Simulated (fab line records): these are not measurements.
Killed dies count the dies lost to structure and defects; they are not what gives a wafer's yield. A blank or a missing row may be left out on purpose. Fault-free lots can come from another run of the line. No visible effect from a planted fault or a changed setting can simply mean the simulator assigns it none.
A single fault, viewed from 2 desks + flow n5 finfet + what lay behind the numbers comes last; until then each desk has only its own

METROLOGY DESK
Means of the sampled wafers that have a number, per lot and without regard to the tool the lot ran on: this is what the gauges read. The brackets show how far a lot's mean lies from the usual mean; more than 4 standard deviations puts the lot out of limits, marked OUT. It has 11 readings; the 7 that lie furthest out on some lot are the ones shown.
Columns: A = V3_OVL at N5_BEOL_M4_OVL_MEAS_29, usual 0.0 nm; B = IOFF_P at N5_BEOL_M4_RC_MEAS_101, usual 0.23 nA/um; C = ION_P at N5_BEOL_M4_RC_MEAS_101, usual 466 uA/um; D = SS_N at N5_BEOL_M4_RC_MEAS_101, usual 71.7 mV/dec; E = SS_P at N5_BEOL_M4_RC_MEAS_101, usual 73.5 mV/dec; F = VT_N at N5_BEOL_M4_RC_MEAS_101, usual 248 mV; G = VT_P at N5_BEOL_M4_RC_MEAS_101, usual -249 mV
| lot  | first seen here | A    | B    | C   | D    | E    | F   | G    |
|------|-----------------|------|------|-----|------|------|-----|------|
| L700 | day 8 02:24     | -1.0 | 0.20 | 458 | 71.1 | 73.5 | 250 | -253 |
| L702 | day 8 10:52     | 0.8  | 0.21 | 459 | 71.7 | 73.4 | 247 | -252 |
| L705 | day 9 06:31     | -0.3 | 0.21 | 466 | 71.6 | 73.6 | 249 | -250 |
| L710 | day 10 09:53    | -0.0 | 0.30 | 481 | 71.4 | 73.8 | 248 | -242 |
| L711 | day 10 13:21    | 0.1  | 0.20 | 468 | 71.0 | 72.3 | 250 | -250 |
| L715 | day 11 08:10    | 0.2  | 0.17 | 452 | 71.8 | 73.0 | 251 | -254 |
| L720 | day 12 20:15    | -0.5 | 0.25 | 466 | 72.7 | 73.8 | 247 | -250 |
| L719 | day 13 00:07    | -0.1 | 0.28 | 473 | 72.2 | 74.4 | 247 | -244 |
| L721 | day 13 01:55    | 0.8  | 0.21 | 465 | 71.2 | 73.3 | 251 | -252 |
| L722 | day 13 02:20    | -0.1 | 0.29 | 480 | 72.2 | 74.2 | 242 | -242 |
This desk found nothing out of limits on any of the 10 lots.

TOOL OWNER'S DESK, pvd sputter-02
The tool's own readings at N5_BEOL_M4_SPUTTER_86 (material Cu, target thk 4.5 nm, time 8.29 s): means of the sampled wafers that have a number, for each lot that ran on this tool. The brackets show how far a lot's mean lies from the usual mean; more than 4 standard deviations puts the lot out of limits, marked OUT.
Columns: A = chamber pressure pa at N5_BEOL_M4_SPUTTER_86, usual 0.07002 Pa; B = chuck gas flow sccm at N5_BEOL_M4_SPUTTER_86, usual 1.26 sccm; C = throttle valve pct at N5_BEOL_M4_SPUTTER_86, usual 30.6 %
| lot  | first seen here | A       | B    | C    |
|------|-----------------|---------|------|------|
| L702 | day 9 02:52     | 0.07011 | 1.21 | 30.8 |
| L705 | day 9 10:55     | 0.06990 | 1.23 | 31.6 |
| L715 | day 11 13:01    | 0.06994 | 1.26 | 31.4 |
| L720 | day 13 00:59    | 0.06998 | 1.24 | 31.9 |
| L722 | day 13 08:44    | 0.06996 | 1.34 | 32.3 |
This desk found nothing out of limits on any of the 5 lots.

BROUGHT TOGETHER
Metrology desk: nothing out of limits seen.
The tool owner's desk saw nothing out of limits.

WHAT THE SIMULATOR HAD PUT IN
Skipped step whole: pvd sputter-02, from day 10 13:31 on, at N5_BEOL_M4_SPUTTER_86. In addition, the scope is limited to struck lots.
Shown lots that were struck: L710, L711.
